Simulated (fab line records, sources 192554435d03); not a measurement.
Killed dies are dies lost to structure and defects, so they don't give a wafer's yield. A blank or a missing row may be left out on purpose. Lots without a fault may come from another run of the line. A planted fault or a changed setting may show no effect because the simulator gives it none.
fab line records | flow n5_finfet
record lots=6 wafers=16 last_day=17
route steps=1938 shown BEOL_M2@857 BEOL_M4@1111 PASSIVATION@1936
lots that met no fault: from a run of the same line without faults
start_h: hours from the record's first day to the start of the lot's first wafer shown | wait_h: hours since the lot's step before | " the same as in the row above | L1.1+2: a row that stands for several wafers | - no value, or no start given | * or withheld: withheld | < > ~ a bound
route shown NAME@n: a module of which the file shows steps, and the number in the route of the first | usual: mean/standard deviation of fault-free wafers | same: alike in all rows | chamber/n: place in a boat | sites: the reading at each site | _std_site: their standard deviation | _edge_site: outer sites' mean less inner sites' | radius_mm: how far each site lies from the wafer's centre | mask NAME#n: copy n | behind: the tool/chamber that last shaped the wafer | hold: why the lot was held/for how many hours/how that ended | device: the transistor (n, p or np) that didn't switch | end of line: the same wafers' tests at the end of the route | a step without rows: its recipe alone | killed: dies lost to structure and defects at the first sort, not the wafer's yield | map: a wafer's dies, x killed, . not, _ none there
set.NAME: the setting as run; set.NAME@STEP: as run at that earlier step | model.NAME: the simulator's own value behind a step, which no gauge read
lots at some steps of the route; a table a step, a row a wafer
services: from which hour (start_h, from the record's first day; less than 0 if before it) a tool's chamber was out of use, for how many hours, and why
## steps
# step N5_BEOL_M2_DESCUM_16
# recipe chemistry=O2 time_s=7 source_power_w=50 bias_power_w=20 pressure_mtorr=20 rf_frequency_hz=2.712e+07 temp_c=40 resist=CAR-EUV o2_flow_sccm=225
# usual bias_power_w=19.99/0.054 drypump_motor_current_A=5.7/0.45 oes_product_au=0.78/0.087 rf_vpp_V=243.7/1.6 showerhead_plenum_p_Torr=2.12/0.083 throttle_valve_pct=20.41/0.23
# columns lot.wafer tool chamber start_h wait_h bias_power_w drypump_motor_current_A oes_product_au rf_hours_counter_h rf_vpp_V showerhead_plenum_p_Torr throttle_valve_pct
L923.3 rie_diel-03 0 162.41 0.0 19.98 6.3 0.73 174 245.8 2.18 20.73
L923.4 " 3 " " 19.96 5.6 0.70 197 244.2 2.13 20.64
L923.5 " 2 " " 19.92 6.0 0.79 - 241.1 2.00 20.32
L929.2 rie_diel-03 2 202.06 0.8 19.97 6.0 0.76 161 242.4 1.99 20.36
L929.4 " 1 " " 20.03 5.1 0.88 62 244.1 2.21 20.08
L929.6 " 1 " " 19.97 5.2 0.87 - 245.4 2.21 20.08
L933.2 rie_diel-01 0 221.55 0.6 20.03 6.5 0.81 90 243.2 2.15 20.50
L933.5 " 3 " " 19.94 5.7 0.71 - 245.2 2.13 20.26
L935.3 rie_diel-03 3 232.68 0.4 20.10 5.6 0.67 229 245.0 2.12 20.70
L935.4 " 1 " " 20.13 5.2 0.86 77 244.5 2.20 20.09
L939.2 rie_diel-04 0 257.16 0.0 20.04 5.5 0.85 45 243.4 2.22 20.39
L939.4 " 1 " " 19.99 5.8 0.89 37 242.3 2.04 20.31
L939.6 " 0 " " 20.00 5.5 0.85 - 245.1 2.22 20.39
L940.1 rie_diel-03 1 269.98 0.0 19.93 5.2 0.82 93 245.2 2.20 20.12
L940.3 " 2 " " 20.03 6.0 0.74 193 241.2 1.98 20.41
L940.5 " 3 " " 20.02 5.6 0.65 - 245.0 2.11 20.73
# step N5_BEOL_M2_ETCH_74
# recipe chemistry=N2/H2 target=underlayer target_depth_a=65 mask_material=CAR-EUV time_s=5.2 ion_energy_ev=200 pressure_mtorr=30 source_w=840 bias_w=150 n2_flow_sccm=200 h2_flow_sccm=200 ends=cleared
# usual drypump_motor_current_A=5.7/0.45 etch_rf_on_time_s=5.14/0.18 h2_flow_sccm=199.9/0.56 oes_product_au=0.67/0.076 rf_vpp_V=525/3.2 showerhead_plenum_p_Torr=2.59/0.11 throttle_valve_pct=17.9/0.31
# columns lot.wafer tool chamber start_h wait_h drypump_motor_current_A etch_rf_on_time_s h2_flow_sccm oes_product_au rf_hours_counter_h rf_vpp_V showerhead_plenum_p_Torr throttle_valve_pct
L923.3 rie_diel-03 0 162.44 0.0 6.3 5.38 199.5 0.61 174 524 2.66 18.2
L923.4 " 3 " " 5.6 5.22 199.6 0.60 197 526 2.61 18.2
L923.5 " 2 " " 6.0 4.94 199.7 0.68 - 521 2.43 17.7
L929.2 rie_diel-03 2 202.10 0.0 6.0 4.99 199.8 0.67 161 521 2.42 17.7
L929.4 " 1 " " 5.2 4.85 199.4 0.75 62 528 2.67 17.4
L929.6 " 1 " " 5.2 4.87 200.5 0.75 - 528 2.67 17.4
L933.2 rie_diel-01 0 221.59 0.0 6.5 5.20 199.5 0.67 90 522 2.58 17.7
L933.5 " 3 " " 5.7 5.17 200.3 0.62 - 525 2.67 18.2
L935.3 rie_diel-03 3 232.72 0.0 5.6 5.35 200.3 0.56 229 525 2.60 18.3
L935.4 " 1 " " 5.2 4.92 199.6 0.74 77 527 2.67 17.4
L939.2 rie_diel-04 0 257.19 0.0 5.6 5.38 200.0 0.72 45 528 2.71 17.9
L939.4 " 1 " " 5.9 5.20 200.3 0.76 37 523 2.48 17.8
L939.6 " 0 " " 5.6 5.36 199.4 0.72 - 527 2.71 17.9
L940.1 rie_diel-03 1 270.01 0.0 5.2 4.94 200.6 0.72 93 526 2.66 17.4
L940.3 " 2 " " 6.0 5.00 200.1 0.64 193 520 2.41 17.8
L940.5 " 3 " " 5.6 5.39 199.7 0.55 - 527 2.59 18.3
# step N5_BEOL_M2_ETCH_63
# recipe chemistry=CF4 target=SiARC target_depth_a=156 mask_material=CAR-EUV time_s=26 ion_energy_ev=80 pressure_mtorr=40 source_w=545 bias_w=36 Ar_flow_sccm=100 cf4_flow_sccm=100 ends=cleared
# step N5_BEOL_M2_ETCH_64
# recipe chemistry=N2/H2 target=SOC target_depth_a=750 overetch_a=225 mask_material=SiARC temp_c=40 time_s=121.9 ion_energy_ev=200 pressure_mtorr=30 source_w=840 bias_w=150 n2_flow_sccm=200 h2_flow_sccm=200
# step N5_BEOL_M2_STRIP_65
# recipe chemistry=N2/H2 temp_c=40 n2_flow_sccm=200 h2_flow_sccm=200 rf_frequency_hz=6e+07
# step N5_BEOL_M2_STRIP_75
# recipe chemistry=N2/H2 temp_c=40 n2_flow_sccm=200 h2_flow_sccm=200 rf_frequency_hz=6e+07
# step N5_BEOL_M2_STRIP_66
# recipe chemistry=CF4 resist=SiARC power_w=300 bias_power_w=75 pressure_mtorr=50 cf4_flow_sccm=150 rf_frequency_hz=6e+07
# usual bias_power_w=75.04/0.22 drypump_motor_current_A=5.7/0.45 oes_product_au=0.77/0.081 rf_vpp_V=271.9/1.8 showerhead_plenum_p_Torr=1.83/0.077 throttle_valve_pct=13.66/0.27
# columns lot.wafer tool chamber start_h wait_h bias_power_w drypump_motor_current_A oes_product_au rf_hours_counter_h rf_vpp_V showerhead_plenum_p_Torr throttle_valve_pct
L923.3 rie_diel-03 0 162.62 0.0 74.80 6.3 0.72 174 272.1 1.86 13.88
L923.4 " 3 " " 74.82 5.6 0.69 197 271.5 1.88 14.17
L923.5 " 2 " " 74.95 6.0 0.76 - 269.5 1.73 13.54
L929.2 rie_diel-03 2 202.28 0.0 75.16 6.0 0.74 161 271.4 1.72 13.61
L929.4 " 1 " " 75.21 5.2 0.85 62 272.7 1.92 13.43
L929.6 " 1 " " 75.31 5.2 0.85 - 273.3 1.92 13.43
L933.2 rie_diel-01 0 221.76 0.0 75.03 6.5 0.79 90 271.2 1.81 13.35
L933.5 " 3 " " 74.96 5.7 0.71 - 270.7 1.84 13.68
L935.3 rie_diel-03 3 232.89 0.0 75.22 5.6 0.68 229 271.5 1.87 14.25
L935.4 " 1 " " 74.99 5.1 0.83 77 272.5 1.91 13.47
L939.2 rie_diel-04 0 257.37 0.0 74.88 5.5 0.85 45 273.3 1.91 13.59
L939.4 " 1 " " 74.89 5.9 0.89 37 271.7 1.73 13.28
L939.6 " 0 " " 74.67 5.5 0.84 - 273.5 1.91 13.57
L940.1 rie_diel-03 1 270.19 0.0 74.37 5.2 0.81 93 272.5 1.91 13.50
L940.3 " 2 " " 75.35 6.0 0.73 193 268.2 1.71 13.65
L940.5 " 3 " " 74.85 5.6 0.66 - 271.9 1.87 14.29
# step N5_BEOL_M2_HM_OPEN_17
# recipe chemistry=Cl2/BCl3 target_depth_a=200 overetch_a=60 target=TiN mask_material=SOC ion_energy_ev=150 pressure_mtorr=10 icp_w=1000 bias_w=126 Cl2_flow_sccm=53.25 bcl3_flow_sccm=21.75 Ar_flow_sccm=25
# usual bcl3_flow_sccm=21.75/0.061 drypump_motor_current_A=5.7/0.52 oes_product_au=0.63/0.082 throttle_valve_pct=22.31/0.13
# columns lot.wafer tool chamber start_h wait_h bcl3_flow_sccm drypump_motor_current_A oes_product_au rf_hours_counter_h throttle_valve_pct
L923.3 rie_metal-02 1 162.69 0.1 21.77 6.4 0.50 - 22.76
L923.4 " 0 " " 21.66 5.5 0.52 - 22.26
L923.5 " 1 " " 21.74 6.4 0.50 - 22.76
L929.2 rie_metal-01 0 202.32 0.0 21.83 5.4 0.68 34 22.30
L929.4 " 0 " " 21.78 5.4 0.68 - 22.31
L929.6 " 1 " " 21.77 5.5 0.55 - 22.27
L933.2 rie_metal-01 1 221.80 0.0 21.71 5.5 0.56 98 22.28
L933.5 " 1 " " 21.75 5.5 0.56 - 22.27
L935.3 rie_metal-03 0 232.97 0.1 21.74 5.2 0.67 - 22.16
L935.4 " 1 " " 21.76 6.6 0.65 - 22.34
L939.2 rie_metal-02 0 257.41 0.0 21.79 5.5 0.51 116 22.31
L939.4 " 0 " " 21.73 5.5 0.52 - 22.29
L939.6 " 0 " " 21.72 5.5 0.52 - 22.30
L940.1 rie_metal-03 0 270.23 0.0 21.65 5.2 0.67 36 22.15
L940.3 " 1 " " 21.82 6.6 0.64 - 22.37
L940.5 " 0 " " 21.72 5.2 0.67 - 22.15
# step N5_BEOL_M2_STRIP_19
# recipe chemistry=O2 power_w=400 temp_c=40 pressure_mtorr=30 rf_frequency_hz=6e+07 bias_power_w=0 overash_fraction=0.2 o2_flow_sccm=225
# usual drypump_motor_current_A=5.6/0.44 oes_product_au=0.78/0.084 rf_vpp_V=3.8/0.51 showerhead_plenum_p_Torr=2.12/0.085 throttle_valve_pct=16.66/0.23
# same bias_power_w=0
# columns lot.wafer tool chamber start_h wait_h drypump_motor_current_A oes_product_au rf_hours_counter_h rf_vpp_V showerhead_plenum_p_Torr throttle_valve_pct
L923.3 rie_diel-03 3 162.77 0.1 5.6 0.71 197 3.7 2.13 16.93
L923.4 " 2 " " 6.0 0.79 140 4.7 2.00 16.59
L923.5 " 3 " " 5.6 0.70 - 4.0 2.13 16.93
L929.2 rie_diel-03 0 202.44 0.1 6.3 0.71 193 3.4 2.17 17.02
L929.4 " 1 " " 5.2 0.88 62 3.6 2.21 16.36
L929.6 " 3 " " 5.6 0.69 - 3.9 2.13 16.97
L933.2 rie_diel-03 2 221.94 0.1 6.0 0.76 171 3.2 1.99 16.64
L933.5 " 3 " " 5.6 0.68 - 4.1 2.12 16.99
L935.3 rie_diel-03 2 233.05 0.1 6.0 0.76 177 3.8 1.99 16.65
L935.4 " 0 " " 6.3 0.70 210 4.1 2.17 17.04
L939.2 rie_diel-01 2 257.62 0.2 5.0 0.88 48 4.4 2.21 16.65
L939.4 " 1 " " 5.7 0.67 235 3.0 1.99 16.77
L939.6 " 1 " " 5.7 0.68 - 3.2 1.99 16.78
L940.1 rie_diel-04 2 270.34 0.1 5.1 0.81 72 3.9 2.17 16.26
L940.3 " 0 " " 5.5 0.84 49 3.6 2.22 16.65
L940.5 " 3 " " 5.1 0.71 - 4.1 1.99 16.77
# step N5_BEOL_M2_CD_MEAS_18
# recipe pitch_nm=36 target_cd_nm=18
# usual cd_nm=18.0/0.42
# columns lot.wafer tool chamber start_h wait_h cd_nm
L923.3 cd_sem-02 - 162.84 0.1 18.0
L923.4 " - " " 18.6
L923.5 " - " " 18.1
L929.2 cd_sem-03 - 202.52 0.1 17.8
L929.4 " - " " 18.2
L929.6 " - " " 17.7
L933.2 cd_sem-02 - 222.01 0.1 17.0
L933.5 " - " " 16.8
L935.3 cd_sem-02 - 233.12 0.1 18.6
L935.4 " - " " 18.5
L939.2 cd_sem-01 - 257.69 0.1 18.6
L939.4 " - " " 18.1
L939.6 " - " " 18.5
L940.1 cd_sem-02 - 270.41 0.0 17.6
L940.3 " - " " 18.6
L940.5 " - " " 18.0
# step N5_BEOL_M2_COAT_67
# recipe resist=SOC temp_c=250 time_s=60 spin_rpm=1500 resist_thk_nm=60
# step N5_BEOL_M2_COAT_68
# recipe resist=SiARC temp_c=220 time_s=60 spin_rpm=1500 resist_thk_nm=12
# step N5_BEOL_M2_COAT_76
# recipe resist=underlayer temp_c=205 time_s=60 spin_rpm=1500 resist_thk_nm=5
# usual chill_plate_temp_C=22.99/0.11 run_length_s=66.31/0.21
# columns lot.wafer tool chamber start_h wait_h chill_plate_temp_C run_length_s
L923.3 litho_track-02 0 162.88 - 23.07 65.91
L923.4 " 0 " " 23.04 65.94
L923.5 " 0 " " 22.98 65.79
L929.2 litho_track-04 0 202.56 - 22.87 66.33
L929.4 " 0 " " 22.87 66.40
L929.6 " 0 " " 23.01 66.37
L933.2 litho_track-04 0 222.05 - 23.11 66.25
L933.5 " 0 " " 23.00 71.62
L935.3 litho_track-04 0 233.16 - 22.93 66.39
L935.4 " 0 " " 22.95 71.69
L939.2 litho_track-01 0 257.73 - 22.73 66.25
L939.4 " 0 " " 22.87 66.73
L939.6 " 0 " " 22.86 66.24
L940.1 litho_track-01 0 270.45 - 23.00 66.32
L940.3 " 0 " " 23.03 66.64
L940.5 " 0 " " 23.12 66.32
# step N5_BEOL_M2_COAT_22
# recipe resist=CAR-EUV spin_rpm=1500 resist_thk_nm=30
# step N5_BEOL_M4_RC_MEAS_101
# usual DIBL_N=36.7/2.4 DIBL_P=37.4/2.9 IOFF_N=0.18/0.05 IOFF_P=0.23/0.058 ION_N=683/16 ION_P=467/11 SS_N=71.7/0.77 SS_P=73.5/0.87 VT_N=249/4.3 VT_P=-250/4.4
# columns lot.wafer tool chamber start_h wait_h DIBL_N[mV/V] DIBL_P[mV/V] IOFF_N[nA/um] IOFF_P[nA/um] ION_N[uA/um] ION_P[uA/um] SS_N[mV/dec] SS_P[mV/dec] VT_N[mV] VT_P[mV]
L923.3 prober-01 0 196.27 0.3 37.1 38.5 0.19 0.23 694 472 71.3 73.6 246 -250
L923.4 " 0 " " 39.4 43.2 0.25 0.34 710 486 72.3 74.7 245 -245
L923.5 " 0 " " 39.5 42.6 0.26 0.32 692 468 73.1 75.1 242 -246
L929.2 prober-01 0 227.88 0.2 34.2 33.1 0.12 0.16 663 450 70.7 71.7 252 -256
L929.4 " 0 " " 41.9 42.7 0.29 0.32 713 482 72.8 75.6 244 -245
L929.6 " 0 " " 38.9 40.5 0.22 0.27 702 475 72.2 73.4 242 -251
L933.2 prober-01 0 251.63 0.2 39.5 40.5 0.26 0.28 701 471 72.4 74.9 245 -247
L933.5 " 0 " " 37.0 37.1 0.21 0.22 695 464 71.6 73.4 245 -251
L935.3 prober-02 0 260.21 0.3 32.5 34.5 0.11 0.17 665 463 70.2 72.6 258 -253
L935.4 " 0 " " 38.4 41.0 0.21 0.27 692 470 71.8 73.8 248 -248
L939.2 prober-01 0 295.50 0.2 36.4 37.8 0.18 0.19 705 469 71.8 72.7 247 -258
L939.4 " 0 " " 35.4 36.3 0.16 0.17 694 462 71.7 73.0 248 -256
L939.6 " 0 " " 38.5 39.9 0.22 0.22 690 457 72.8 73.3 248 -254
L940.1 prober-02 0 303.91 0.0 34.1 33.9 0.11 0.15 665 452 71.2 73.1 256 -258
L940.3 " 0 " " 37.0 36.8 0.15 0.19 667 459 71.2 73.6 251 -255
L940.5 " 0 " " 37.1 38.0 0.16 0.21 688 463 71.7 74.1 249 -254
# step N5_PASSIVATION_PROBE_49
# usual defect_limited_yield=91.4/1.6 killed_at_M0_to_M3=31/11 killed_at_M4_up=14/5.7 killed_at_contacts=12/6 killed_at_front_end=41/13 killed_at_other=3.3/2.8 killed_dies=101/19 killed_on_rim=13/3.9 killed_open=67/14 killed_short=33/8.2 sort_bin_4_leakage=0.0/0.37 sort_bin_5_function=5.0/1.1 sort_bin_6_memory=3.3/0.74 sort_n_pass=1078/20 sort_yield_pct=91.3/1.7
# same gross_dies=1180 killed_at_back_side=0 sort_bin_8_speed[%]=0
# columns lot.wafer tool chamber start_h wait_h defect_limited_yield[%] killed_at_M0_to_M3 killed_at_M4_up killed_at_contacts killed_at_front_end killed_at_other killed_dies killed_on_rim killed_open killed_short sort_bin_4_leakage[%] sort_bin_5_function[%] sort_bin_6_memory[%] sort_n_pass sort_yield_pct[%]
L923.3 prober-01 - 298.95 0.1 88.1 32 17 12 74 6 141 24 92 49 0 7.3 4.6 1039 88.1
L923.4 prober-01 - 299.00 0.2 90.6 32 16 18 43 2 111 19 73 38 0 5.9 3.1 1069 90.6
L923.5 prober-01 - 299.05 0.2 92.5 28 13 14 32 1 88 13 66 21 0.1 4.5 2.5 1091 92.5
L929.2 prober-02 - 328.50 0.1 90.1 70 13 14 16 4 117 14 82 33 0 5.9 3.9 1063 90.1
L929.4 prober-02 - 328.60 0.2 90.4 48 18 20 25 2 113 17 80 30 0.3 5.4 3.7 1064 90.2
L929.6 prober-02 - 328.70 0.3 91.5 45 15 21 17 2 100 13 65 33 0 5.1 3.0 1080 91.5
L933.2 prober-01 - 364.65 0.1 94.7 16 12 6 26 2 62 8 33 28 0.1 3.3 1.9 1117 94.7
L933.5 prober-01 - 364.80 0.2 91.3 33 8 10 52 0 103 13 71 32 0 5.1 3.4 1077 91.3
L935.4 prober-01 - 372.08 0.2 93.6 23 5 9 38 0 75 10 55 18 0 4.3 1.8 1105 93.6
L939.2 prober-01 - 394.67 0.1 91.4 27 19 14 38 3 101 12 71 30 0 4.3 4.0 1079 91.4
L939.4 prober-01 - 394.77 0.2 89.7 29 20 24 49 0 122 19 82 39 0 5.8 4.4 1058 89.7
L939.6 prober-01 - 394.87 0.3 90.8 21 21 16 51 0 109 12 72 37 0 5.5 3.2 1071 90.8
L940.1 prober-02 - 405.17 0.0 90.3 35 10 17 51 1 114 12 72 42 0 5.7 3.9 1066 90.3
L940.3 prober-02 - 405.27 0.1 93.6 26 10 5 34 1 76 6 52 23 0 3.9 2.4 1104 93.6
L940.5 prober-02 - 405.37 0.2 90.9 27 10 13 57 0 107 9 74 32 0 5.8 2.9 1073 90.9
# killed by level:class
L923.3 STI_FIN_REVEAL:geometric_particle:open=20 FIN_SAQP:geometric_particle:short=17 BEOL_M2:geometric_particle:open=14 FIN_SAQP:geometric_particle:open=11 MOL_CONTACT_COAG:geometric_particle:open=8 BEOL_M0_SAQP:geometric_particle:open=6 STI_FIN_REVEAL:geometric_particle:short=5 GATE_CUT:geometric_particle:short=5
L923.4 MOL_CONTACT_COAG:geometric_particle:open=17 FIN_SAQP:geometric_particle:short=10 BEOL_M2:geometric_particle:open=9 BEOL_M3:geometric_particle:open=8 STI_FIN_REVEAL:geometric_particle:open=5 STARTING-WAFER:geometric_particle:short=5 FIN_SAQP:geometric_particle:open=4 DUMMY_GATE:geometric_particle:open=4
L923.5 MOL_CONTACT_COAG:geometric_particle:open=13 FIN_SAQP:geometric_particle:open=9 STI_FIN_REVEAL:geometric_particle:open=8 BEOL_M3:geometric_particle:open=8 BEOL_M6:geometric_particle:open=5 FIN_SAQP:geometric_particle:short=4 BEOL_M2:geometric_particle:short=4 STI_FIN_REVEAL:geometric_particle:short=3
L929.2 BEOL_M2:geometric_particle:open=23 BEOL_M3:geometric_particle:open=15 MOL_CONTACT_COAG:geometric_particle:open=12 BEOL_M1:geometric_particle:open=11 BEOL_M3:geometric_particle:short=6 BEOL_M2:geometric_particle:short=6 GATE_CUT:geometric_particle:short=5 BEOL_M7:geometric_particle:open=4
L929.4 MOL_CONTACT_COAG:geometric_particle:open=18 BEOL_M1:geometric_particle:open=12 BEOL_M2:geometric_particle:open=9 BEOL_M3:geometric_particle:short=9 FIN_SAQP:geometric_particle:open=5 STI_FIN_REVEAL:geometric_particle:open=5 BEOL_M2:geometric_particle:short=5 BEOL_M7:geometric_particle:open=5
L929.6 MOL_CONTACT_COAG:geometric_particle:open=16 BEOL_M3:geometric_particle:open=10 BEOL_M2:geometric_particle:open=9 BEOL_M0_SAQP:geometric_particle:open=6 MOL_CONTACT_COAG:geometric_particle:short=5 BEOL_M0_SAQP:geometric_particle:short=5 BEOL_M1:geometric_particle:open=5 BEOL_M4:geometric_particle:open=5
L933.2 FIN_SAQP:geometric_particle:short=5 BEOL_M3:geometric_particle:open=5 DUMMY_GATE:geometric_particle:open=4 MOL_CONTACT_COAG:geometric_particle:open=4 STI_FIN_REVEAL:geometric_particle:short=3 ILD0:geometric_particle:open=3 GATE_CUT:geometric_particle:short=3 GATE_CUT:geometric_particle:open=3
L933.5 STI_FIN_REVEAL:geometric_particle:open=15 FIN_SAQP:geometric_particle:open=12 FIN_SAQP:geometric_particle:short=11 BEOL_M3:geometric_particle:open=11 MOL_CONTACT_COAG:geometric_particle:open=8 BEOL_M0_SAQP:geometric_particle:short=8 BEOL_M0_SAQP:geometric_particle:open=8 DUMMY_GATE:geometric_particle:open=6
L935.4 FIN_SAQP:geometric_particle:open=12 BEOL_M3:geometric_particle:open=12 STI_FIN_REVEAL:geometric_particle:open=7 MOL_CONTACT_COAG:geometric_particle:open=7 BEOL_M3:geometric_particle:short=4 GATE_CUT:geometric_particle:open=4 FIN_SAQP:geometric_particle:short=3 BEOL_M0_SAQP:geometric_particle:open=3
L939.2 FIN_SAQP:geometric_particle:open=14 MOL_CONTACT_COAG:geometric_particle:open=13 FIN_SAQP:geometric_particle:short=9 BEOL_M0_SAQP:geometric_particle:open=8 BEOL_M4:geometric_particle:open=8 DUMMY_GATE:geometric_particle:open=7 BEOL_M0_SAQP:geometric_particle:short=7 BEOL_M2:geometric_particle:open=4
L939.4 STI_FIN_REVEAL:geometric_particle:open=20 MOL_CONTACT_COAG:geometric_particle:open=20 FIN_SAQP:geometric_particle:short=12 BEOL_M4:geometric_particle:open=6 BEOL_M0_SAQP:geometric_particle:short=6 BEOL_M2:geometric_particle:open=5 MOL_CONTACT_COAG:geometric_particle:short=4 BEOL_M0_SAQP:geometric_particle:open=4
L939.6 MOL_CONTACT_COAG:geometric_particle:open=16 STI_FIN_REVEAL:geometric_particle:open=15 FIN_SAQP:geometric_particle:short=11 BEOL_M4:geometric_particle:open=11 FIN_SAQP:geometric_particle:open=7 STI_FIN_REVEAL:geometric_particle:short=6 BEOL_M0_SAQP:geometric_particle:open=6 BEOL_M4:geometric_particle:short=6
L940.1 FIN_SAQP:geometric_particle:open=16 MOL_CONTACT_COAG:geometric_particle:open=15 BEOL_M0_SAQP:geometric_particle:short=15 FIN_SAQP:geometric_particle:short=13 BEOL_M0_SAQP:geometric_particle:open=10 STI_FIN_REVEAL:geometric_particle:open=5 BEOL_M3:geometric_particle:open=5 ILD0:geometric_particle:open=3
L940.3 FIN_SAQP:geometric_particle:open=17 BEOL_M2:geometric_particle:open=8 FIN_SAQP:geometric_particle:short=5 BEOL_M0_SAQP:geometric_particle:short=5 BEOL_M0_SAQP:geometric_particle:open=4 BEOL_M1:geometric_particle:open=3 MOL_CONTACT_COAG:geometric_particle:open=3 BEOL_M4:geometric_particle:open=3
L940.5 FIN_SAQP:geometric_particle:open=14 MOL_CONTACT_COAG:geometric_particle:open=12 FIN_SAQP:geometric_particle:short=11 BEOL_M0_SAQP:geometric_particle:open=9 STI_FIN_REVEAL:geometric_particle:open=8 BEOL_M0_SAQP:geometric_particle:short=8 BEOL_M4:geometric_particle:open=6 BEOL_M3:geometric_particle:open=5
## services
# columns tool chamber start_h hours kind
rie_diel-03 0 159.33 1.3 repair
rie_metal-02 1 166.71 - clean
rie_metal-02 1 166.71 16.0 scheduled_down
rie_metal-02 1 166.71 16.0 vent_cycle
rie_metal-02 - 177.63 0.5 repair
rie_diel-04 - 180.48 69.8 repair
rie_diel-03 1 185.26 8.8 repair
rie_diel-03 3 194.43 6.1 repair
rie_metal-01 - 195.47 1.3 repair
litho_track-04 - 212.76 - consumable_replace:filter
litho_track-02 - 233.31 - consumable_replace:filter
## key
first_sign step=N5_BEOL_M2_COAT_76 reading=run_length_s direction=up sigmas=26 usual=* struck=*
effect none on later readings
met_at N5_BEOL_M2_COAT_76
struck_wafers L933.5,L935.4
onset_between 202.56 222.05
fault kind=process_parameter_drift tool=litho_track-04 chamber=- onset_h=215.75 steps=N5_BEOL_M2_COAT_76 channel=time_s offset=* shape=step end_h=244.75 scope=struck_wafers_only acts_in=* stated=*
